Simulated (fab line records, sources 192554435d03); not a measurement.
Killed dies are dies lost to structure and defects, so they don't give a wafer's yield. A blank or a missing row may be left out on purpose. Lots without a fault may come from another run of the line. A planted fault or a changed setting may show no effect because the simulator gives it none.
Chamber matching | flow n5_finfet | N5_SPACER0_ALD_07 on ald_sin-02: 4 sister chambers
The step deposits SiNx, target thk 2 nm. 22 wafers are shown with their chamber, then 11 later ones without.

WAFERS WITH THEIR CHAMBER
wafer  | chamber | heater_power_w (W)
L074.2 | 1       | 806
L074.3 | 2       | 835
L074.5 | 3       | 949
L077.4 | 0       | 857
L077.5 | 1       | 821
L077.6 | 0       | 855
L078.1 | 0       | 825
L078.2 | 2       | 858
L078.6 | 3       | 930
L086.2 | 2       | 828
L086.4 | 0       | 855
L086.6 | 3       | 993
L087.2 | 3       | 989
L087.5 | 3       | 1004
L087.6 | 2       | 817
L088.1 | 3       | 990
L088.2 | 0       | 838
L088.4 | 1       | 765
L091.2 | 3       | 992
L091.4 | 1       | 747
L091.6 | 3       | 990
L093.1 | 3       | 1029

SIGNATURES (means of the wafers above)
reading        | chamber 0 | chamber 1 | chamber 2 | chamber 3 | scatter within a chamber
heater_power_w | 846.00    | 784.75    | 834.50    | 985.11    | 25.9
Rule: a wafer's distance from a chamber is the root of the sum, over the readings, of the square of ((its reading less the chamber's mean) divided by the reading's scatter). The wafer belongs to the nearest chamber; if the next one is less than 2 further off, it can't be placed. The scatter: the root of (the sum of the squares of (reading less its chamber's mean) over the shown wafers, divided by (wafers less chambers)).

WAFERS WITHOUT THEIR CHAMBER
wafer  | heater_power_w (W)
L093.2 | 830
L093.5 | 1019
L095.1 | 826
L095.4 | 993
L095.5 | 816
L096.1 | 802
L096.4 | 761
L096.6 | 778
L097.1 | 849
L097.4 | 1010
L097.6 | 990

WHICH CHAMBER EACH WENT THROUGH
wafer  | from the rows above          | in truth
L093.2 | can't be placed: 2 or 0 or 1 | 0
L093.5 | 3                            | 3
L095.1 | can't be placed: 2 or 0 or 1 | 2
L095.4 | 3                            | 3
L095.5 | can't be placed: 2 or 0 or 1 | 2
L096.1 | can't be placed: 1 or 2 or 0 | 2
L096.4 | can't be placed: 1 or 2      | 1
L096.6 | can't be placed: 1 or 2      | 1
L097.1 | can't be placed: 0 or 2      | 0
L097.4 | 3                            | 3
L097.6 | 3                            | 3
Placed correctly: 4 of 11. Can't be placed from these rows: 7 (the true chamber is among the candidates in 7). Placed wrongly: 0.
